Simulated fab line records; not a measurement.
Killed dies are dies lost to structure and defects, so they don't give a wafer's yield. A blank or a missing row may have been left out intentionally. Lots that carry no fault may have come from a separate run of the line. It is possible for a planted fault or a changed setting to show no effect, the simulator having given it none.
The tool behind it: which one? + flow nand-harc + 24 lots, 72 wafers sampled, at 6 steps of a route of 1159

== WHAT EACH GAUGE READ, for each wafer ==
NHARC_A_BLC_CD_MEAS_10 targets a cd of 100 nm.
| lot  | measured     | on        | cd-nm (nm)        |
|------|--------------|-----------|-------------------|
| L074 | day 17 15:22 | cd-sem-03 | 100.1 100.6 100.5 |
| L078 | day 17 19:58 | cd-sem-01 | 99.8 99.2 98.7    |
| L075 | day 17 20:35 | cd-sem-02 | 99.9 99.7 99.7    |
| L076 | day 17 23:21 | cd-sem-02 | 99.4 99.7 99.8    |
| L077 | day 18 10:47 | cd-sem-02 | 99.7 99.2 99.6    |
| L079 | day 18 16:53 | cd-sem-01 | 99.6 99.7 100.0   |
| L081 | day 18 21:25 | cd-sem-01 | 99.8 99.0 99.5    |
| L080 | day 19 05:04 | cd-sem-03 | 99.6 99.4 99.3    |
| L082 | day 19 17:42 | cd-sem-02 | 99.4 99.7 99.7    |
| L084 | day 20 02:19 | cd-sem-03 | 99.5 99.7 99.8    |
| L083 | day 20 03:09 | cd-sem-02 | 99.6 100.1 99.7   |
| L088 | day 21 03:01 | cd-sem-03 | 99.3 99.2 99.4    |
| L086 | day 21 08:00 | cd-sem-01 | 99.8 100.1 99.9   |
| L087 | day 21 08:52 | cd-sem-02 | 100.2 99.5 100.0  |
| L085 | day 21 20:26 | cd-sem-02 | 100.3 99.7 99.7   |
| L090 | day 21 21:16 | cd-sem-01 | 100.0 100.4 99.9  |
| L093 | day 21 23:16 | cd-sem-02 | 99.9 100.3 100.1  |
| L091 | day 22 04:32 | cd-sem-03 | 100.0 99.7 99.3   |
| L095 | day 22 06:44 | cd-sem-02 | 99.2 99.7 99.8    |
| L092 | day 22 12:35 | cd-sem-01 | 100.0 99.5 99.2   |
| L089 | day 22 15:16 | cd-sem-03 | 99.6 99.2 99.5    |
| L094 | day 22 15:59 | cd-sem-03 | 100.1 99.6 100.1  |
| L097 | day 23 00:18 | cd-sem-02 | 99.4 99.6 99.6    |
| L096 | day 23 00:28 | cd-sem-01 | 99.8 99.5 100.2   |

NHARC_A_BLC_INSPECT_12.
| lot  | measured     | on                | raw-defect-count |
|------|--------------|-------------------|------------------|
| L074 | day 17 15:29 | defect-inspect-02 | 25 21 20         |
| L078 | day 17 20:05 | defect-inspect-01 | 36 41 36         |
| L075 | day 17 20:42 | defect-inspect-01 | 16 10 4          |
| L076 | day 17 23:28 | defect-inspect-01 | 25 21 22         |
| L077 | day 18 10:55 | defect-inspect-02 | 6 12 10          |
| L079 | day 18 17:00 | defect-inspect-01 | 42 42 23         |
| L081 | day 18 21:32 | defect-inspect-02 | 16 14 18         |
| L080 | day 19 05:11 | defect-inspect-02 | 29 28 27         |
| L082 | day 19 17:50 | defect-inspect-01 | 22 27 16         |
| L084 | day 20 02:26 | defect-inspect-02 | 12 15 18         |
| L083 | day 20 03:16 | defect-inspect-02 | 41 42 37         |
| L088 | day 21 03:08 | defect-inspect-02 | 29 34 33         |
| L086 | day 21 08:08 | defect-inspect-02 | 14 17 13         |
| L087 | day 21 08:59 | defect-inspect-01 | 45 43 40         |
| L085 | day 21 20:33 | defect-inspect-01 | 27 28 32         |
| L090 | day 21 21:24 | defect-inspect-01 | 58 50 55         |
| L093 | day 21 23:24 | defect-inspect-01 | 20 17 13         |
| L091 | day 22 04:39 | defect-inspect-02 | 14 16 17         |
| L095 | day 22 06:51 | defect-inspect-02 | 45 30 28         |
| L092 | day 22 12:43 | defect-inspect-02 | 52 52 56         |
| L089 | day 22 15:23 | defect-inspect-02 | 27 29 33         |
| L094 | day 22 16:07 | defect-inspect-02 | 61 45 52         |
| L097 | day 23 00:26 | defect-inspect-01 | 31 20 21         |
| L096 | day 23 00:35 | defect-inspect-01 | 41 55 38         |

NHARC_A_BLC_CD_MEAS_19.
| lot  | measured     | on        | cd-nm (nm)        |
|------|--------------|-----------|-------------------|
| L074 | day 17 16:32 | cd-sem-03 | 99.5 99.5 100.4   |
| L078 | day 17 21:07 | cd-sem-03 | 97.5 97.5 96.5    |
| L075 | day 17 21:44 | cd-sem-03 | 100.8 100.2 98.5  |
| L076 | day 18 00:31 | cd-sem-03 | 98.4 100.5 100.0  |
| L077 | day 18 11:59 | cd-sem-01 | 99.5 99.0 99.1    |
| L079 | day 18 18:04 | cd-sem-03 | 103.6 99.7 102.0  |
| L081 | day 18 22:34 | cd-sem-03 | 97.9 99.5 99.9    |
| L080 | day 19 06:17 | cd-sem-02 | 101.2 97.7 98.1   |
| L082 | day 19 18:51 | cd-sem-02 | 98.6 99.5 99.5    |
| L084 | day 20 03:55 | cd-sem-02 | 101.2 98.4 100.0  |
| L083 | day 20 04:18 | cd-sem-02 | 100.4 100.5 98.7  |
| L088 | day 21 04:30 | cd-sem-03 | 98.9 100.3 97.9   |
| L086 | day 21 09:29 | cd-sem-01 | 100.3 98.8 99.0   |
| L087 | day 21 10:05 | cd-sem-03 | 101.2 97.6 101.2  |
| L085 | day 21 21:40 | cd-sem-03 | 101.0 100.2 102.5 |
| L090 | day 21 22:25 | cd-sem-01 | 99.2 98.9 101.1   |
| L093 | day 22 00:25 | cd-sem-01 | 99.8 97.7 100.7   |
| L091 | day 22 05:41 | cd-sem-01 | 98.4 98.1 98.3    |
| L095 | day 22 07:59 | cd-sem-03 | 103.8 101.7 99.0  |
| L092 | day 22 13:56 | cd-sem-03 | 98.6 99.7 98.8    |
| L089 | day 22 16:32 | cd-sem-01 | 97.3 98.2 98.5    |
| L094 | day 22 17:10 | cd-sem-02 | 102.9 100.8 101.1 |
| L097 | day 23 01:28 | cd-sem-03 | 98.4 98.2 97.9    |
| L096 | day 23 01:49 | cd-sem-01 | 100.4 102.1 101.1 |

NHARC_A_M0_OVL_MEAS_10: pitch 160 nm.
| lot  | measured     | on         | overlay-x-nm (nm) | overlay-y-nm (nm) |
|------|--------------|------------|-------------------|-------------------|
| L074 | day 17 22:20 | overlay-01 | 0.8 0.3 0.9       | -1.6 -1.0 -1.0    |
| L078 | day 18 00:05 | overlay-02 | -0.6 -0.1 0.3     | -1.0 -0.8 -1.0    |
| L075 | day 18 00:44 | overlay-01 | 0.7 0.5 0.8       | -1.0 -1.5 -0.9    |
| L076 | day 18 03:36 | overlay-02 | 1.1 0.9 1.4       | 1.4 1.7 1.9       |
| L077 | day 18 20:01 | overlay-01 | -0.7 -0.1 -0.5    | 1.6 2.1 2.3       |
| L079 | day 18 21:07 | overlay-01 | -2.0 -1.8 -1.2    | -0.9 -1.4 -0.9    |
| L081 | day 19 01:35 | overlay-01 | 0.7 0.1 0.1       | -1.0 -1.0 -1.0    |
| L080 | day 19 09:40 | overlay-01 | 1.0 0.7 1.5       | -0.8 -0.3 -0.6    |
| L082 | day 20 04:34 | overlay-01 | -0.5 -0.1 -0.1    | 0.2 -0.2 0.2      |
| L084 | day 20 07:23 | overlay-02 | -0.3 -0.7 -0.6    | -0.4 -0.7 -0.1    |
| L083 | day 20 07:49 | overlay-02 | -1.0 -0.8 -0.2    | 0.7 0.3 -0.2      |
| L088 | day 21 10:19 | overlay-01 | -0.2 -0.1 0.1     | -0.3 -0.1 0.3     |
| L086 | day 21 19:15 | overlay-01 | 0.8 0.0 0.3       | 0.2 -0.1 -0.2     |
| L087 | day 21 19:41 | overlay-01 | 0.5 0.4 0.4       | 0.0 0.2 0.4       |
| L085 | day 22 00:43 | overlay-02 | -0.7 -0.8 -0.7    | 0.5 1.0 1.1       |
| L090 | day 22 01:17 | overlay-01 | 0.4 -0.2 0.5      | 1.2 0.6 1.3       |
| L093 | day 22 03:27 | overlay-02 | 1.3 1.1 1.3       | 1.3 1.1 1.2       |
| L091 | day 22 08:40 | overlay-01 | 0.5 0.5 1.2       | 0.8 1.4 1.5       |
| L095 | day 22 10:58 | overlay-01 | -0.8 -0.5 -0.7    | 1.1 1.9 1.9       |
| L092 | day 22 20:46 | overlay-02 | 0.5 0.7 1.3       | 0.5 0.1 0.7       |
| L089 | day 22 21:10 | overlay-01 | 0.3 0.7 0.8       | -0.6 -0.4 -0.8    |
| L094 | day 23 00:04 | overlay-02 | -0.2 -0.2 -0.6    | 1.9 1.3 0.6       |
| L097 | day 23 04:40 | overlay-02 | 1.9 1.4 1.7       | 0.5 0.4 0.6       |
| L096 | day 23 05:02 | overlay-02 | 0.2 0.2 0.5       | -0.8 -1.2 -0.7    |

== TOOL THAT RAN EACH LOT (tool first, then ch and the chambers of the sampled wafers, then the start) ==
| lot  | NHARC_A_CONTACT_ETCH_106           | NHARC_A_BLC_ETCH_17                           |
|------|------------------------------------|-----------------------------------------------|
| L074 | rie-diel-11 ch 1,2, day 17 04:14   | rie-diel-02 ch 0,1, day 17 16:32 or earlier   |
| L078 | rie-diel-04 ch 2,3, day 17 06:31   | rie-diel-09 ch 0,2,3, day 17 21:07 or earlier |
| L075 | rie-diel-11 ch 2,3, day 17 08:22   | rie-diel-02 ch 0,1, day 17 21:44 or earlier   |
| L076 | rie-diel-11 ch 1,2, day 17 15:12   | rie-diel-02 ch 1,2, day 18 00:31 or earlier   |
| L077 | rie-diel-03 ch 0,2, day 17 23:17   | rie-diel-09 ch 0,2,3, day 18 11:59 or earlier |
| L079 | rie-diel-03 ch 2,3, day 18 04:30   | rie-diel-05 ch 0,1,2, day 18 18:04 or earlier |
| L081 | rie-diel-03 ch 2,3, day 18 12:31   | rie-diel-02 ch 0,1, day 18 22:34 or earlier   |
| L080 | rie-diel-04 ch 0,2,3, day 18 18:04 | rie-diel-05 ch 0,1,2, day 19 06:17 or earlier |
| L082 | rie-diel-04 ch 0,2,3, day 19 04:56 | rie-diel-02 ch 0,2, day 19 18:51 or earlier   |
| L084 | rie-diel-03 ch 0,1, day 19 07:26   | rie-diel-02 ch 2,3, day 20 03:55 or earlier   |
| L083 | rie-diel-03 ch 0,3, day 19 08:09   | rie-diel-09 ch 0,1,3, day 20 04:18 or earlier |
| L088 | rie-diel-03 ch 0,2,3, day 20 11:53 | rie-diel-02 ch 1,2, day 21 04:30 or earlier   |
| L086 | rie-diel-03 ch 1,2,3, day 20 12:37 | rie-diel-09 ch 0,2,3, day 21 09:29 or earlier |
| L087 | rie-diel-04 ch 2,3, day 20 19:22   | rie-diel-02 ch 0,1,2, day 21 10:05 or earlier |
| L085 | rie-diel-03 ch 0,2,3, day 21 02:19 | rie-diel-05 ch 0,1,2, day 21 21:40 or earlier |
| L090 | rie-diel-03 ch 0,2, day 21 05:38   | rie-diel-02 ch 0,3, day 21 22:25 or earlier   |
| L093 | rie-diel-03 ch 0,1,2, day 21 09:06 | rie-diel-02 ch 0,1,3, day 22 00:25 or earlier |
| L091 | rie-diel-03 ch 1,2, day 21 18:14   | rie-diel-09 ch 0,1,3, day 22 05:41 or earlier |
| L095 | rie-diel-11 ch 1,2,3, day 21 19:40 | rie-diel-05 ch 0,1,2, day 22 07:59 or earlier |
| L092 | rie-diel-11 ch 1,2, day 22 01:33   | rie-diel-09 ch 1,3, day 22 13:56 or earlier   |
| L089 | rie-diel-11 ch 2,3, day 22 04:12   | rie-diel-09 ch 1,2,3, day 22 16:32 or earlier |
| L094 | rie-diel-03 ch 0,2, day 22 06:25   | rie-diel-02 ch 0,2,3, day 22 17:10 or earlier |
| L097 | rie-diel-11 ch 0,1,2, day 22 11:00 | rie-diel-02 ch 1,3, day 23 01:28 or earlier   |
| L096 | rie-diel-04 ch 0,1,3, day 22 12:51 | rie-diel-05 ch 0,1, day 23 01:49 or earlier   |
- NHARC_A_CONTACT_ETCH_106: etches the open film in CF4/O2, target depth 60 nm, overetch 6 nm, time 33 s.
- NHARC_A_BLC_ETCH_17: etches the open film in N2/H2, target depth 390 nm, time 609.38 s.

== WHAT THE TOOLS THEMSELVES READ (means of the sampled wafers that have a number; where no wafer has one, the mark that the record gives instead) ==
NHARC_A_CONTACT_ETCH_106.
| lot  | tool        | drypump-motor-current-A (A) | oes-product-au (a.u.) | rf-vpp-V (V) | showerhead-plenum-p-Torr (Torr) | throttle-valve-pct (%) |
|------|-------------|-----------------------------|-----------------------|--------------|---------------------------------|------------------------|
| L074 | rie-diel-11 | 5.9                         | 1.006                 | 199.5        | 1.40                            | 13.406                 |
| L078 | rie-diel-04 | 5.8                         | 1.003                 | 197.5        | 1.31                            | 13.403                 |
| L075 | rie-diel-11 | 6.0                         | 1.007                 | 199.1        | 1.40                            | 13.406                 |
| L076 | rie-diel-11 | 5.9                         | 1.007                 | 199.4        | 1.40                            | 13.395                 |
| L077 | rie-diel-03 | 5.3                         | 0.989                 | 197.5        | 1.34                            | 13.392                 |
| L079 | rie-diel-03 | 6.0                         | 1.006                 | 199.0        | 1.38                            | 13.386                 |
| L081 | rie-diel-03 | 5.7                         | 0.997                 | 199.2        | 1.38                            | 13.390                 |
| L080 | rie-diel-04 | 5.9                         | 1.004                 | 197.0        | 1.32                            | 13.390                 |
| L082 | rie-diel-04 | 5.9                         | 1.012                 | 198.2        | 1.32                            | 13.400                 |
| L084 | rie-diel-03 | 5.5                         | 1.005                 | 199.0        | 1.37                            | 13.399                 |
| L083 | rie-diel-03 | 6.0                         | 0.994                 | 197.0        | 1.34                            | 13.405                 |
| L088 | rie-diel-03 | 5.7                         | 1.000                 | 197.2        | 1.34                            | 13.394                 |
| L086 | rie-diel-03 | 5.7                         | 1.004                 | 199.0        | 1.39                            | 13.386                 |
| L087 | rie-diel-04 | 6.0                         | 1.004                 | 197.5        | 1.32                            | 13.401                 |
| L085 | rie-diel-03 | 5.7                         | 0.995                 | 197.7        | 1.34                            | 13.397                 |
| L090 | rie-diel-03 | 5.4                         | 0.987                 | 198.4        | 1.34                            | 13.396                 |
| L093 | rie-diel-03 | 5.4                         | 1.002                 | 198.4        | 1.35                            | 13.395                 |
| L091 | rie-diel-03 | 5.4                         | 0.998                 | 199.9        | 1.39                            | 13.393                 |
| L095 | rie-diel-11 | 5.8                         | 1.008                 | 198.3        | 1.37                            | 13.396                 |
| L092 | rie-diel-11 | 5.7                         | 0.999                 | 198.3        | 1.37                            | 13.388                 |
| L089 | rie-diel-11 | 5.9                         | 1.007                 | 198.6        | 1.37                            | 13.399                 |
| L094 | rie-diel-03 | 5.4                         | 0.992                 | 196.1        | 1.29                            | 13.396                 |
| L097 | rie-diel-11 | 5.6                         | 0.998                 | 198.3        | 1.36                            | 13.398                 |
| L096 | rie-diel-04 | 5.7                         | 1.004                 | 198.3        | 1.33                            | 13.399                 |

NHARC_A_BLC_ETCH_17.
| lot  | tool        | drypump-motor-current-A (A) | oes-product-au (a.u.) | rf-vpp-V (V) | showerhead-plenum-p-Torr (Torr) | throttle-valve-pct (%) |
|------|-------------|-----------------------------|-----------------------|--------------|---------------------------------|------------------------|
| L074 | rie-diel-02 | 5.4                         | 1.001                 | 429.1        | 1.97                            | 14.172                 |
| L078 | rie-diel-09 | 5.9                         | 0.994                 | 430.5        | 2.05                            | 14.171                 |
| L075 | rie-diel-02 | 5.4                         | 0.998                 | 428.9        | 1.97                            | 14.177                 |
| L076 | rie-diel-02 | 5.6                         | 0.992                 | 428.0        | 1.96                            | 14.171                 |
| L077 | rie-diel-09 | 5.9                         | 0.998                 | 431.3        | 2.05                            | 14.182                 |
| L079 | rie-diel-05 | 5.8                         | 1.004                 | 430.1        | 2.05                            | 14.172                 |
| L081 | rie-diel-02 | 5.6                         | 1.000                 | 429.2        | 1.98                            | 14.170                 |
| L080 | rie-diel-05 | 5.9                         | 1.006                 | 430.2        | 2.04                            | 14.177                 |
| L082 | rie-diel-02 | 5.3                         | 1.003                 | 426.9        | 1.91                            | 14.171                 |
| L084 | rie-diel-02 | 5.5                         | 1.005                 | 426.7        | 1.91                            | 14.172                 |
| L083 | rie-diel-09 | 5.7                         | 1.005                 | 431.9        | 2.09                            | 14.163                 |
| L088 | rie-diel-02 | 5.5                         | 1.007                 | 427.2        | 1.92                            | 14.171                 |
| L086 | rie-diel-09 | 5.9                         | 1.006                 | 430.7        | 2.05                            | 14.153                 |
| L087 | rie-diel-02 | 5.4                         | 1.004                 | 427.5        | 1.94                            | 14.172                 |
| L085 | rie-diel-05 | 5.8                         | 1.011                 | 430.6        | 2.04                            | 14.182                 |
| L090 | rie-diel-02 | 5.4                         | 1.001                 | 428.5        | 1.96                            | 14.164                 |
| L093 | rie-diel-02 | 5.7                         | 1.002                 | 428.5        | 1.97                            | 14.161                 |
| L091 | rie-diel-09 | 5.6                         | 1.003                 | 432.3        | 2.08                            | 14.168                 |
| L095 | rie-diel-05 | 5.8                         | 1.011                 | 430.9        | 2.03                            | 14.170                 |
| L092 | rie-diel-09 | 5.8                         | 1.009                 | 433.5        | 2.17                            | 14.177                 |
| L089 | rie-diel-09 | 5.6                         | 0.997                 | 432.8        | 2.12                            | 14.181                 |
| L094 | rie-diel-02 | 5.5                         | 0.997                 | 427.5        | 1.93                            | 14.168                 |
| L097 | rie-diel-02 | 5.8                         | 1.015                 | 429.2        | 1.98                            | 14.171                 |
| L096 | rie-diel-05 | 6.1                         | 1.005                 | 431.6        | 2.04                            | 14.167                 |

== THE ANSWER, worked out from the rows above alone ==
Rule: the lots themselves supply what counts as usual. Put in order of their means at a reading, lots are off if they are a third of the lots or fewer, leave a main group of 4 or more, and stand apart from it by a gap of 3 or more times the standard deviation of the main group's means; of several such gaps the widest counts. A main group whose means are all the same, to the digits that the tables above print for the reading, isn't used. A lot without any number at a reading at which 4 lots or more have one is off too. The other lots that the step has rows for count as sound. Order of review: gauges by route order, followed by the tools' own readings, for which a lot's mean as printed above is used. The first step at which some lot is off is used, and at that step the reading that is off furthest; a lot without a number counts as furthest.
Nothing can be told from this: no lot is off at any reading shown.

== WHAT WAS PUT IN BY THE SIMULATOR ==
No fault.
